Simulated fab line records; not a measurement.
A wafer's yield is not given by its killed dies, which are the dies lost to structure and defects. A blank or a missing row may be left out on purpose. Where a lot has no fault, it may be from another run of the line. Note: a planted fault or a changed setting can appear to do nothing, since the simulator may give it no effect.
Which tool is to blame? | flow n5-finfet | 11 lots, 33 wafers sampled, at 2 steps of a route of 1938

== WHAT EACH GAUGE READ, for each wafer ==
N5_BEOL_M15_CD_MEAS_28: the cd target is 407.6 nm.
lot  | measured     | on        | cd-nm (nm)
L396 | day 11 04:19 | cd-sem-02 | 406.7 410.2 408.5
L398 | day 11 21:35 | cd-sem-02 | 404.4 407.1 410.8
L399 | day 12 02:44 | cd-sem-02 | 405.4 402.5 404.1
L400 | day 12 03:07 | cd-sem-02 | 411.1 411.9 410.0
L401 | day 12 05:32 | cd-sem-01 | 406.6 404.0 406.6
L408 | day 14 10:23 | cd-sem-01 | 407.0 408.4 403.6
L409 | day 14 22:40 | cd-sem-02 | 409.6 405.6 407.8
L411 | day 15 23:02 | cd-sem-01 | 399.4 405.4 401.4
L414 | day 17 05:00 | cd-sem-02 | 407.6 402.9 408.4
L416 | day 17 03:44 | cd-sem-01 | 403.9 406.2 402.2
L418 | day 17 16:58 | cd-sem-02 | 410.5 407.9 405.8

== WHICH TOOL RAN EACH LOT (tool, then ch and the chambers of the sampled wafers, then the start) ==
lot  | N5_HKMG_FIN_ETCH_86
L396 | rie-diel-06 ch 2,3, day 4 06:15
L398 | rie-diel-06 ch 0,2,3, day 4 15:29
L399 | rie-diel-05 ch 0,1,3, day 4 22:04
L400 | rie-diel-05 ch 1,2, day 5 07:58
L401 | rie-diel-05 ch 1,2,3, day 5 12:15
L408 | rie-diel-06 ch 0,2,3, day 7 05:10
L409 | rie-diel-06 ch 1,2,3, day 7 10:06
L411 | rie-diel-06 ch 1,2,3, day 8 01:23
L414 | rie-diel-04 ch 0,1,3, day 8 18:07
L416 | rie-diel-04 ch 0,2,3, day 9 07:50
L418 | rie-diel-04 ch 2,3, day 9 19:42
- N5_HKMG_FIN_ETCH_86: etches SOC in N2/H2, stops on TiN, target depth 393.2 nm.

== THE ANSWER, worked out from the rows above alone ==
Rule: the usual values come from the lots themselves. Put in order of their means at a reading, lots are off if they are a third of the lots or fewer, leave a main group of 4 or more, and stand apart from it by a gap of 3 or more times the standard deviation of the main group's means; of several such gaps the widest counts. If all means in a main group match to the digits the tables above print for the reading, that group is not used. Also off: a lot with no number at a reading for which 4 or more lots have one. All remaining lots with rows at the step are treated as sound.
Across all readings shown, no lot is off: no conclusion can be drawn from this.

== WHAT THE SIMULATOR HAD PUT IN ==
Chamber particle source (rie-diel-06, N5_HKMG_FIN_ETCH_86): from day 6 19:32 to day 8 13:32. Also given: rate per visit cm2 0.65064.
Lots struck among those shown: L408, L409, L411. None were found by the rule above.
